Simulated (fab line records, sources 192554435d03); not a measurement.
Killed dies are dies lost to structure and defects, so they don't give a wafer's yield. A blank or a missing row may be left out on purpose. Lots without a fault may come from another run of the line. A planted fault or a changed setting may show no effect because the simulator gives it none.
fab line records | flow n5_finfet
record lots=24 wafers=72 last_day=17
route steps=1938 shown BEOL_M1@835 BEOL_M2@859
lots that met no fault: from a run of the same line without faults
start_h: hours from the record's first day to the start of the lot's first wafer shown | wait_h: hours since the lot's step before | " the same as in the row above | L1.1+2: a row that stands for several wafers | - no value, or no start given | * or withheld: withheld | < > ~ a bound
route shown NAME@n: a module of which the file shows steps, and the number in the route of the first | usual: mean/standard deviation of fault-free wafers | same: alike in all rows | chamber/n: place in a boat | sites: the reading at each site | _std_site: their standard deviation | _edge_site: outer sites' mean less inner sites' | radius_mm: how far each site lies from the wafer's centre | mask NAME#n: copy n | behind: the tool/chamber that last shaped the wafer | hold: why the lot was held/for how many hours/how that ended | device: the transistor (n, p or np) that didn't switch | end of line: the same wafers' tests at the end of the route | a step without rows: its recipe alone | killed: dies lost to structure and defects at the first sort, not the wafer's yield | map: a wafer's dies, x killed, . not, _ none there
set.NAME: the setting as run; set.NAME@STEP: as run at that earlier step | model.NAME: the simulator's own value behind a step, which no gauge read
steps of the route over a sample of lots; a table a step, a row a wafer
services: from which hour (start_h, from the record's first day; less than 0 if before it) a tool's chamber was out of use, for how many hours, and why
## steps
# step N5_BEOL_M1_PRE_CLEAN_60
# recipe gas=NH3/H2 time_s=15 temp_c=* rf_power_w=300
# usual heater_power_w=88/14
# columns lot.wafer tool chamber start_h wait_h heater_power_w
L074.2 cvd_co-02 2 134.21 0.1 75
L074.3 " 2 " " 77
L074.4 " 0 " " 110
L075.4 cvd_co-01 1 136.11 0.1 89
L075.5 " 0 " " 69
L075.6 " 2 " " 99
L076.2 cvd_co-01 1 143.66 0.0 91
L076.3 " 2 " " 96
L076.6 " 0 " " 68
L078.2 cvd_co-01 2 151.63 0.0 97
L078.3 " 1 " " 91
L078.4 " 2 " " 100
L077.3 cvd_co-01 0 156.22 0.0 70
L077.5 " 1 " " 90
L077.6 " 0 " " 68
L079.1 cvd_co-02 0 159.43 0.0 113
L079.2 " 2 " " 78
L079.6 " 2 " " 78
L080.1 cvd_co-01 0 162.51 0.3 70
L080.3 " 1 " " 91
L080.4 " 0 " " 68
L081.1 cvd_co-02 0 168.28 0.0 108
L081.3 " 0 " " 109
L081.6 " 1 " " 81
L082.1 cvd_co-02 0 172.36 0.0 112
L082.3 " 1 " " 81
L082.4 " 0 " " 109
L083.1 cvd_co-02 0 176.60 0.0 114
L083.4 " 0 " " 112
L083.5 " 2 " " 77
L084.2 cvd_co-01 2 186.97 0.0 101
L084.3 " 0 " " 70
L084.6 " 1 " " 89
L085.2 cvd_co-01 2 197.00 0.0 101
L085.4 " 2 " " 99
L085.5 " 1 " " 91
L086.2 cvd_co-02 1 206.03 0.0 80
L086.3 " 2 " " 79
L086.6 " 2 " " 78
L087.3 cvd_co-01 0 209.95 0.0 70
L087.5 " 2 " " 99
L087.6 " 0 " " 69
L088.1 cvd_co-02 1 214.72 0.0 80
L088.5 " 0 " " 111
L088.6 " 1 " " 79
L089.1 cvd_co-01 0 217.89 0.0 68
L089.2 " 1 " " 90
L089.3 " 2 " " 102
L090.1 cvd_co-01 2 225.07 0.0 101
L090.3 " 0 " " 69
L090.5 " 2 " " 105
L091.2 cvd_co-01 2 237.18 0.0 103
L091.5 " 1 " " 90
L091.6 " 0 " " 69
L092.1 cvd_co-02 0 238.53 0.1 114
L092.2 " 1 " " 81
L092.4 " 0 " " 109
L093.2 cvd_co-01 1 242.54 0.0 90
L093.3 " 2 " " 99
L093.4 " 1 " " 92
L094.3 cvd_co-02 1 250.43 0.0 81
L094.4 " 2 " " 77
L094.6 " 1 " " 81
L095.2 cvd_co-01 0 254.15 0.0 69
L095.5 " 2 " " 99
L095.6 " 1 " " 91
L096.4 cvd_co-02 2 260.07 0.1 78
L096.5 " 0 " " 109
L096.6 " 1 " " 80
L097.2 cvd_co-01 2 269.28 0.0 103
L097.4 " 2 " " 102
L097.6 " 1 " " 89
# step N5_BEOL_M2_ETCH_63
# recipe chemistry=CF4 target=SiARC target_depth_a=156 mask_material=CAR-EUV time_s=26 ion_energy_ev=80 pressure_mtorr=40 source_w=545 bias_w=36 Ar_flow_sccm=100 cf4_flow_sccm=100 ends=cleared
# usual drypump_motor_current_A=5.7/0.52 etch_rf_on_time_s=26.2/0.76 oes_product_au=0.70/0.072 rf_vpp_V=183.8/0.89 showerhead_plenum_p_Torr=2.12/0.044 throttle_valve_pct=15.62/0.24
# columns lot.wafer tool chamber start_h wait_h drypump_motor_current_A etch_rf_on_time_s oes_product_au rf_hours_counter_h rf_vpp_V showerhead_plenum_p_Torr throttle_valve_pct
L074.2 rie_diel-05 1 135.78 0.0 5.8 26.1 0.75 36 184.3 2.09 15.46
L074.3 " 3 " " 5.0 26.4 0.82 8 183.2 2.13 15.50
L074.4 " 0 " " 5.1 25.4 0.75 48 184.7 2.11 15.45
L075.4 rie_diel-01 0 138.42 0.0 6.3 26.4 0.68 126 183.4 2.18 15.74
L075.5 " 2 " " 5.3 25.6 0.66 - 184.6 2.24 15.67
L075.6 " 3 " " 6.0 26.3 0.70 - 183.6 2.18 15.76
L076.2 rie_diel-05 2 146.54 0.0 6.7 28.2 0.61 172 184.5 2.12 16.01
L076.3 " 1 " " 5.8 26.3 0.75 40 183.5 2.09 15.47
L076.6 " 2 " " 6.7 28.0 0.60 - 183.6 2.12 15.99
L078.2 rie_diel-04 2 153.45 0.0 5.4 25.8 0.81 10 183.8 2.09 15.26
L078.3 " 0 " " 5.9 26.4 0.67 116 183.5 2.06 15.50
L078.4 " 3 " " 6.0 25.3 0.82 15 183.2 2.11 15.32
L077.3 rie_diel-05 0 158.45 0.0 5.1 25.2 0.75 56 184.7 2.11 15.49
L077.5 " 3 " " 5.0 25.9 0.82 - 182.9 2.13 15.51
L077.6 " 2 " " 6.7 27.7 0.61 - 183.9 2.12 16.00
L079.1 rie_diel-04 3 162.04 0.0 6.0 25.2 0.81 18 182.4 2.11 15.34
L079.2 " 0 " " 5.9 26.7 0.67 119 183.3 2.06 15.51
L079.6 " 0 " " 5.9 26.4 0.66 - 183.1 2.06 15.51
L080.1 rie_diel-01 2 165.16 0.0 5.3 25.7 0.65 131 185.5 2.23 15.68
L080.3 " 0 " " 6.3 26.4 0.66 136 184.2 2.18 15.75
L080.4 " 1 " " 5.7 27.1 0.58 219 183.7 2.10 16.13
L081.1 rie_diel-04 3 171.69 0.0 6.1 25.1 0.81 20 183.3 2.11 15.31
L081.3 " 0 " " 6.0 26.7 0.66 121 184.1 2.06 15.51
L081.6 " 1 " " 5.4 25.7 0.74 - 184.9 2.18 15.59
L082.1 rie_diel-05 1 174.10 0.0 5.8 26.0 0.73 50 182.3 2.08 15.48
L082.3 " 0 " " 5.1 25.6 0.73 62 183.0 2.10 15.48
L082.4 " 3 " " 4.9 26.4 0.79 22 184.0 2.12 15.53
L083.1 rie_diel-04 1 180.63 0.0 5.4 25.6 0.73 53 185.0 2.18 15.59
L083.4 " 2 " " 5.4 25.8 0.79 17 182.0 2.09 15.27
L083.5 " 3 " " 6.0 25.3 0.80 - 184.3 2.11 15.34
L084.2 rie_diel-04 2 189.82 0.0 5.3 26.1 0.79 21 183.9 2.09 15.30
L084.3 " 0 " " 5.9 26.5 0.67 128 182.7 2.06 15.51
L084.6 " 2 " " 5.4 26.0 0.78 - 183.1 2.09 15.27
L085.2 rie_diel-04 1 198.10 0.0 5.4 26.0 0.72 59 185.0 2.17 15.60
L085.4 " 2 " " 5.4 25.9 0.78 23 184.4 2.09 15.28
L085.5 " 1 " " 5.4 25.9 0.73 - 185.0 2.17 15.61
L086.2 rie_diel-05 2 207.99 0.0 6.7 27.9 0.58 194 184.2 2.11 16.05
L086.3 " 0 " " 5.1 25.7 0.72 73 184.2 2.10 15.49
L086.6 " 0 " " 5.1 25.5 0.72 - 182.1 2.10 15.51
L087.3 rie_diel-05 1 211.66 0.0 5.8 26.3 0.72 63 184.6 2.08 15.54
L087.5 " 2 " " 6.7 27.9 0.59 - 184.6 2.11 16.05
L087.6 " 1 " " 5.8 26.4 0.71 - 183.6 2.08 15.53
L088.1 rie_diel-01 3 215.90 0.0 6.0 26.8 0.67 109 183.9 2.17 15.80
L088.5 " 2 " " 5.3 26.3 0.63 - 184.1 2.23 15.73
L088.6 " 1 " " 5.7 27.2 0.58 - 184.2 2.09 16.14
L089.1 rie_diel-04 1 219.26 0.0 5.4 26.0 0.71 67 184.7 2.17 15.63
L089.2 " 2 " " 5.3 26.1 0.77 31 183.3 2.09 15.32
L089.3 " 0 " " 5.9 26.8 0.65 139 183.8 2.05 15.55
L090.1 rie_diel-05 1 227.65 0.0 5.8 25.9 0.71 70 182.3 2.08 15.54
L090.3 " 3 " " 4.9 26.1 0.76 40 183.3 2.12 15.56
L090.5 " 1 " " 5.8 25.9 0.71 - 183.4 2.08 15.53
L091.2 rie_diel-01 0 238.91 0.0 6.3 25.9 0.65 159 183.0 2.17 15.83
L091.5 " 0 " " 6.3 26.1 0.65 - 184.7 2.17 15.80
L091.6 " 1 " " 5.7 27.2 0.57 - 184.1 2.09 16.17
L092.1 rie_diel-05 1 240.23 0.0 5.8 26.3 0.70 72 183.8 2.07 15.55
L092.2 " 0 " " 5.1 25.6 0.71 85 183.6 2.10 15.53
L092.4 " 2 " " 6.7 27.8 0.58 206 183.7 2.11 16.05
L093.2 rie_diel-04 3 244.01 0.0 6.0 25.3 0.77 44 183.6 2.10 15.37
L093.3 " 0 " " 5.9 26.6 0.64 147 184.5 2.05 15.57
L093.4 " 1 " " 5.4 25.7 0.71 - 184.5 2.17 15.64
L094.3 rie_diel-05 3 252.19 0.0 5.0 26.6 0.74 50 183.4 2.12 15.57
L094.4 " 0 " " 5.0 25.1 0.72 90 182.6 2.10 15.54
L094.6 " 3 " " 5.0 26.5 0.75 - 182.9 2.12 15.58
L095.2 rie_diel-01 1 256.79 0.0 5.8 27.0 0.57 248 185.4 2.09 16.18
L095.5 " 1 " " 5.8 27.1 0.57 - 184.3 2.09 16.19
L095.6 " 0 " " 6.3 25.9 0.65 - 182.4 2.17 15.83
L096.4 rie_diel-05 3 263.34 0.0 5.0 26.5 0.74 55 182.5 2.11 15.57
L096.5 " 2 " " 6.7 28.0 0.58 - 183.9 2.11 16.09
L096.6 " 1 " " 5.8 26.2 0.70 - 183.5 2.07 15.55
L097.2 rie_diel-04 0 271.07 0.0 5.9 26.7 0.63 159 182.1 2.05 15.58
L097.4 " 3 " " 6.0 25.2 0.75 56 185.4 2.10 15.40
L097.6 " 3 " " 6.0 25.1 0.76 - 183.1 2.10 15.39
# step N5_BEOL_M2_DESCUM_33
# recipe chemistry=O2 time_s=7 source_power_w=50 bias_power_w=20 pressure_mtorr=20 rf_frequency_hz=2.712e+07 temp_c=40 resist=CAR-EUV o2_flow_sccm=225
# usual drypump_motor_current_A=5.7/0.53 o2_flow_sccm=225.0/0.74 oes_product_au=0.83/0.082 rf_vpp_V=242.7/1.1 showerhead_plenum_p_Torr=2.07/0.043 throttle_valve_pct=20.47/0.27
# columns lot.wafer tool chamber start_h wait_h drypump_motor_current_A o2_flow_sccm oes_product_au rf_hours_counter_h rf_vpp_V showerhead_plenum_p_Torr throttle_valve_pct
L074.2 rie_diel-05 1 136.60 0.0 5.8 225.9 0.89 37 241.4 2.07 20.55
L074.3 " 2 " " 6.7 225.1 0.73 169 243.5 2.06 20.81
L074.4 " 3 " " 5.0 224.7 0.98 8 242.8 2.05 20.21
L075.4 rie_diel-04 0 139.25 0.0 6.0 225.9 0.80 112 240.2 2.01 20.25
L075.5 " 2 " " 5.4 224.6 0.96 - 242.3 2.07 20.22
L075.6 " 1 " " 5.4 225.5 0.90 - 244.0 2.15 20.45
L076.2 rie_diel-01 1 147.48 0.0 5.7 223.7 0.69 213 243.2 2.08 21.19
L076.3 " 2 " " 5.3 224.7 0.78 125 245.7 2.17 20.36
L076.6 " 3 " " 6.0 225.8 0.82 - 242.8 2.09 20.40
L078.2 rie_diel-05 1 154.28 0.0 5.8 224.4 0.88 41 242.9 2.07 20.55
L078.3 " 3 " " 5.0 224.3 0.96 14 242.1 2.05 20.21
L078.4 " 2 " " 6.7 226.1 0.73 174 242.3 2.06 20.82
L077.3 rie_diel-05 2 159.68 0.3 6.7 226.4 0.73 177 242.2 2.06 20.81
L077.5 " 1 " " 5.8 225.6 0.87 - 241.6 2.07 20.56
L077.6 " 0 " " 5.1 224.7 0.87 - 242.8 2.03 20.30
L079.1 rie_diel-05 3 163.01 0.0 5.0 226.1 0.96 18 241.2 2.04 20.22
L079.2 " 2 " " 6.7 225.5 0.72 178 242.3 2.06 20.82
L079.6 " 0 " " 5.1 225.5 0.88 - 242.6 2.03 20.32
L080.1 rie_diel-05 2 166.24 0.3 6.8 225.6 0.72 180 244.2 2.06 20.83
L080.3 " 0 " " 5.1 225.2 0.88 59 242.1 2.03 20.30
L080.4 " 1 " " 5.8 223.7 0.87 47 242.1 2.07 20.56
L081.1 rie_diel-01 1 172.59 0.1 5.7 224.6 0.69 222 243.2 2.08 21.20
L081.3 " 3 " " 6.0 226.0 0.81 96 242.8 2.09 20.41
L081.6 " 2 " " 5.3 225.2 0.76 - 244.3 2.17 20.37
L082.1 rie_diel-04 1 174.92 0.0 5.4 225.7 0.88 51 242.1 2.14 20.48
L082.3 " 0 " " 5.9 225.1 0.78 123 241.9 2.00 20.26
L082.4 " 3 " " 6.0 224.9 0.94 - 243.6 2.05 20.20
L083.1 rie_diel-05 1 181.58 0.0 5.8 224.5 0.86 52 242.3 2.06 20.57
L083.4 " 3 " " 5.0 225.0 0.94 25 241.6 2.04 20.23
L083.5 " 1 " " 5.8 225.8 0.86 - 241.7 2.06 20.56
L084.2 rie_diel-05 2 190.64 0.0 6.7 225.0 0.72 189 241.9 2.06 20.84
L084.3 " 3 " " 5.0 224.0 0.94 28 242.2 2.04 20.22
L084.6 " 1 " " 5.8 224.7 0.85 - 243.7 2.06 20.56
L085.2 rie_diel-05 0 199.32 0.2 5.1 225.3 0.86 69 240.6 2.03 20.33
L085.4 " 2 " " 6.7 225.1 0.72 191 243.2 2.06 20.85
L085.5 " 3 " " 5.0 225.1 0.94 - 244.5 2.04 20.23
L086.2 rie_diel-04 3 208.94 0.0 6.0 225.1 0.92 33 241.9 2.05 20.21
L086.3 " 0 " " 5.9 225.6 0.77 135 242.0 2.00 20.27
L086.6 " 3 " " 6.0 225.8 0.91 - 243.2 2.05 20.22
L087.3 rie_diel-05 1 212.61 0.0 5.8 224.4 0.84 63 243.2 2.06 20.57
L087.5 " 0 " " 5.1 226.8 0.85 - 240.5 2.03 20.32
L087.6 " 3 " " 4.9 225.0 0.93 - 243.1 2.04 20.24
L088.1 rie_diel-01 2 216.75 0.0 5.3 224.3 0.75 147 245.8 2.16 20.40
L088.5 " 1 " " 5.8 224.9 0.68 - 243.2 2.08 21.23
L088.6 " 0 " " 6.3 224.5 0.76 - 242.1 2.11 20.53
L089.1 rie_diel-05 1 220.21 0.0 5.8 225.7 0.84 67 242.5 2.06 20.57
L089.2 " 2 " " 6.7 225.1 0.72 198 243.3 2.05 20.86
L089.3 " 3 " " 5.0 225.2 0.92 38 241.4 2.04 20.23
L090.1 rie_diel-04 2 228.48 0.0 5.4 224.2 0.90 34 243.0 2.06 20.25
L090.3 " 0 " " 6.0 224.7 0.77 142 242.6 2.00 20.28
L090.5 " 3 " " 6.0 223.9 0.90 - 242.3 2.04 20.22
L091.2 rie_diel-01 3 239.78 0.1 5.9 225.0 0.79 118 243.6 2.08 20.46
L091.5 " 0 " " 6.3 224.5 0.75 - 242.7 2.11 20.54
L091.6 " 1 " " 5.7 225.5 0.66 - 243.4 2.07 21.24
L092.1 rie_diel-01 2 241.10 0.1 5.3 225.7 0.75 156 244.4 2.16 20.41
L092.2 " 1 " " 5.8 224.8 0.67 243 241.8 2.07 21.23
L092.4 " 0 " " 6.3 224.7 0.76 160 242.1 2.11 20.55
L093.2 rie_diel-04 1 244.83 0.0 5.4 226.3 0.84 76 242.6 2.13 20.51
L093.3 " 3 " " 6.0 224.2 0.90 45 243.9 2.04 20.24
L093.4 " 1 " " 5.4 225.7 0.84 - 242.8 2.13 20.50
L094.3 rie_diel-04 0 253.02 0.0 5.9 225.9 0.76 152 241.9 2.00 20.30
L094.4 " 1 " " 5.4 225.3 0.84 - 243.2 2.13 20.52
L094.6 " 0 " " 5.9 225.9 0.76 - 242.5 2.00 20.29
L095.2 rie_diel-01 1 257.82 0.2 5.7 224.2 0.66 249 244.1 2.07 21.23
L095.5 " 1 " " 5.7 223.7 0.67 - 242.2 2.07 21.24
L095.6 " 2 " " 5.3 224.7 0.72 - 245.0 2.16 20.41
L096.4 rie_diel-05 0 264.33 0.2 5.1 225.6 0.82 94 241.4 2.02 20.35
L096.5 " 0 " " 5.1 224.9 0.82 - 242.5 2.02 20.35
L096.6 " 1 " " 5.8 225.6 0.82 - 242.5 2.05 20.59
L097.2 rie_diel-05 2 272.06 0.0 6.7 225.2 0.69 218 242.7 2.05 20.88
L097.4 " 1 " " 5.8 224.6 0.81 84 241.4 2.05 20.61
L097.6 " 3 " " 5.0 225.6 0.88 - 241.5 2.03 20.28
# step N5_BEOL_M2_CD_MEAS_35
# recipe target_cd_nm=18 target_cd_y_nm=22.2 polarity=opening
# usual cd_nm=17.8/0.43
# columns lot.wafer tool chamber start_h wait_h cd_nm
L074.2 cd_sem-02 - 138.38 0.0 17.4
L074.3 " - " " 18.1
L074.4 " - " " 17.6
L075.4 cd_sem-03 - 141.60 0.0 17.5
L075.5 " - " " 17.5
L075.6 " - " " 17.5
L076.2 cd_sem-03 - 152.95 0.0 17.3
L076.3 " - " " 17.5
L076.6 " - " " 17.6
L078.2 cd_sem-01 - 158.20 0.0 17.7
L078.3 " - " " 18.2
L078.4 " - " " 17.2
L077.3 cd_sem-01 - 161.63 0.0 17.8
L077.5 " - " " 17.8
L077.6 " - " " 17.8
L079.1 cd_sem-02 - 165.23 0.0 17.3
L079.2 " - " " 18.1
L079.6 " - " " 18.2
L080.1 cd_sem-03 - 167.67 0.0 17.8
L080.3 " - " " 17.1
L080.4 " - " " 17.9
L081.1 cd_sem-03 - 179.66 0.0 17.8
L081.3 " - " " 18.3
L081.6 " - " " 18.5
L082.1 cd_sem-03 - 180.48 0.0 17.1
L082.3 " - " " 17.9
L082.4 " - " " 18.4
L083.1 cd_sem-01 - 183.41 0.0 17.9
L083.4 " - " " 17.2
L083.5 " - " " 16.8
L084.2 cd_sem-01 - 193.02 0.0 18.2
L084.3 " - " " 17.4
L084.6 " - " " 17.7
L085.2 cd_sem-01 - 201.85 0.0 18.4
L085.4 " - " " 16.9
L085.5 " - " " 18.0
L086.2 cd_sem-02 - 210.87 0.0 18.3
L086.3 " - " " 17.7
L086.6 " - " " 18.0
L087.3 cd_sem-02 - 214.72 0.0 17.5
L087.5 " - " " 18.1
L087.6 " - " " 17.5
L088.1 cd_sem-03 - 218.02 0.0 17.9
L088.5 " - " " 17.9
L088.6 " - " " 17.8
L089.1 cd_sem-03 - 223.02 0.0 18.5
L089.2 " - " " 17.4
L089.3 " - " " 17.9
L090.1 cd_sem-01 - 231.71 0.0 17.8
L090.3 " - " " 18.6
L090.5 " - " " 17.8
L091.2 cd_sem-01 - 242.82 0.0 18.1
L091.5 " - " " 18.2
L091.6 " - " " 18.0
L092.1 cd_sem-02 - 245.71 0.0 17.4
L092.2 " - " " 17.7
L092.4 " - " " 17.6
L093.2 cd_sem-01 - 248.12 0.0 17.3
L093.3 " - " " 18.3
L093.4 " - " " 18.1
L094.3 cd_sem-03 - 256.40 0.0 18.2
L094.4 " - " " 17.4
L094.6 " - " " 18.0
L095.2 cd_sem-02 - 259.45 0.0 17.8
L095.5 " - " " 18.0
L095.6 " - " " 17.8
L096.4 cd_sem-02 - 265.86 0.0 18.9
L096.5 " - " " 18.2
L096.6 " - " " 17.1
L097.2 cd_sem-02 - 278.76 0.0 18.1
L097.4 " - " " 17.9
L097.6 " - " " 17.3
# step N5_BEOL_M2_ANNEAL_80
# recipe temp_c=400 time_s=240 ambient=vacuum
# usual heater_power_w=853/90
# columns lot.wafer tool chamber start_h wait_h heater_power_w
L074.2 pvd_sputter-03 - 139.94 0.0 898
L074.3 " - " " 860
L074.4 " - " " 1000
L075.4 pvd_sputter-01 - 143.48 0.0 797
L075.5 " - " " 906
L075.6 " - " " 1006
L076.2 pvd_sputter-02 - 155.23 0.0 803
L076.3 " - " " 756
L076.6 " - " " 778
L078.2 pvd_sputter-01 - 159.71 0.0 979
L078.3 " - " " 823
L078.4 " - " " 918
L077.3 pvd_sputter-01 - 162.73 0.0 895
L077.5 " - " " 781
L077.6 " - " " 750
L079.1 pvd_sputter-01 - 166.54 0.0 978
L079.2 " - " " 802
L079.6 " - " " 985
L080.1 pvd_sputter-02 - 168.99 0.0 733
L080.3 " - " " 780
L080.4 " - " " 762
L081.1 pvd_sputter-03 - 181.06 0.0 999
L081.3 " - " " 843
L081.6 " - " " 852
L082.1 pvd_sputter-02 - 181.61 0.0 725
L082.3 " - " " 811
L082.4 " - " " 876
L083.1 pvd_sputter-03 - 184.78 0.0 857
L083.4 " - " " 988
L083.5 " - " " 923
L084.2 pvd_sputter-01 - 194.38 0.0 1002
L084.3 " - " " 903
L084.6 " - " " 747
L085.2 pvd_sputter-03 - 203.58 0.0 994
L085.4 " - " " 836
L085.5 " - " " 1014
L086.2 pvd_sputter-01 - 212.21 0.0 750
L086.3 " - " " 804
L086.6 " - " " 774
L087.3 pvd_sputter-01 - 216.06 0.0 823
L087.5 " - " " 985
L087.6 " - " " 763
L088.1 pvd_sputter-01 - 221.10 0.0 1001
L088.5 " - " " 892
L088.6 " - " " 983
L089.1 pvd_sputter-01 - 225.02 0.0 786
L089.2 " - " " 747
L089.3 " - " " 912
L090.1 pvd_sputter-01 - 233.78 0.0 907
L090.3 " - " " 744
L090.5 " - " " 1007
L091.2 pvd_sputter-02 - 244.06 0.0 825
L091.5 " - " " 733
L091.6 " - " " 750
L092.1 pvd_sputter-02 - 246.85 0.0 793
L092.2 " - " " 886
L092.4 " - " " 702
L093.2 pvd_sputter-01 - 249.84 0.0 771
L093.3 " - " " 898
L093.4 " - " " 972
L094.3 pvd_sputter-03 - 258.01 0.0 981
L094.4 " - " " 852
L094.6 " - " " 863
L095.2 pvd_sputter-01 - 260.72 0.0 905
L095.5 " - " " 983
L095.6 " - " " 948
L096.4 pvd_sputter-02 - 267.34 0.0 730
L096.5 " - " " 862
L096.6 " - " " 820
L097.2 pvd_sputter-01 - 280.44 0.0 985
L097.4 " - " " 752
L097.6 " - " " 771
# step N5_BEOL_M2_ANNEAL_82
# recipe temp_c=400 time_s=240 ambient=vacuum
# usual heater_power_w=851/89
# columns lot.wafer tool chamber start_h wait_h heater_power_w
L074.2 pvd_sputter-03 - 140.16 0.0 908
L074.3 " - " " 844
L074.4 " - " " 1010
L075.4 pvd_sputter-01 - 143.72 0.0 792
L075.5 " - " " 908
L075.6 " - " " 1005
L076.2 pvd_sputter-02 - 155.45 0.0 800
L076.3 " - " " 759
L076.6 " - " " 756
L078.2 pvd_sputter-01 - 159.93 0.0 989
L078.3 " - " " 817
L078.4 " - " " 886
L077.3 pvd_sputter-01 - 162.95 0.0 911
L077.5 " - " " 789
L077.6 " - " " 726
L079.1 pvd_sputter-01 - 166.76 0.0 1007
L079.2 " - " " 803
L079.6 " - " " 991
L080.1 pvd_sputter-02 - 169.21 0.0 723
L080.3 " - " " 781
L080.4 " - " " 785
L081.1 pvd_sputter-03 - 181.28 0.0 1023
L081.3 " - " " 856
L081.6 " - " " 840
L082.1 pvd_sputter-02 - 181.83 0.0 730
L082.3 " - " " 812
L082.4 " - " " 873
L083.1 pvd_sputter-03 - 185.00 0.0 843
L083.4 " - " " 1013
L083.5 " - " " 891
L084.2 pvd_sputter-01 - 194.60 0.0 992
L084.3 " - " " 877
L084.6 " - " " 754
L085.2 pvd_sputter-03 - 203.80 0.0 990
L085.4 " - " " 870
L085.5 " - " " 963
L086.2 pvd_sputter-01 - 212.43 0.0 759
L086.3 " - " " 786
L086.6 " - " " 780
L087.3 pvd_sputter-01 - 216.28 0.0 811
L087.5 " - " " 996
L087.6 " - " " 750
L088.1 pvd_sputter-01 - 221.32 0.0 1011
L088.5 " - " " 887
L088.6 " - " " 959
L089.1 pvd_sputter-01 - 225.24 0.0 797
L089.2 " - " " 751
L089.3 " - " " 917
L090.1 pvd_sputter-01 - 234.00 0.0 886
L090.3 " - " " 766
L090.5 " - " " 992
L091.2 pvd_sputter-02 - 244.28 0.0 820
L091.5 " - " " 719
L091.6 " - " " 750
L092.1 pvd_sputter-02 - 247.07 0.0 751
L092.2 " - " " 844
L092.4 " - " " 728
L093.2 pvd_sputter-01 - 250.06 0.0 749
L093.3 " - " " 887
L093.4 " - " " 967
L094.3 pvd_sputter-03 - 258.23 0.0 1031
L094.4 " - " " 865
L094.6 " - " " 855
L095.2 pvd_sputter-01 - 260.94 0.0 887
L095.5 " - " " 981
L095.6 " - " " 894
L096.4 pvd_sputter-02 - 267.56 0.0 745
L096.5 " - " " 872
L096.6 " - " " 804
L097.2 pvd_sputter-01 - 280.66 0.0 987
L097.4 " - " " 781
L097.6 " - " " 793
## services
# columns tool chamber start_h hours kind
cvd_co-02 1 114.67 - clean
cvd_co-02 1 114.67 22.0 scheduled_down
cvd_co-02 1 114.67 22.0 vent_cycle
cvd_co-01 - 116.29 0.5 repair
rie_diel-04 - 148.85 0.1 repair
cvd_co-02 2 167.15 5.6 repair
rie_diel-04 2 172.28 4.3 repair
rie_diel-05 0 185.05 3.2 repair
rie_diel-04 - 190.71 1.6 repair
cvd_co-01 - 220.05 1.5 repair
rie_diel-05 1 230.89 5.4 repair
rie_diel-04 2 242.38 12.5 repair
rie_diel-01 1 260.23 - clean
rie_diel-01 1 260.23 - consumable_replace:esc
rie_diel-01 1 260.23 - consumable_replace:focus_ring
cvd_co-02 0 280.72 8.7 repair
## key
fault none
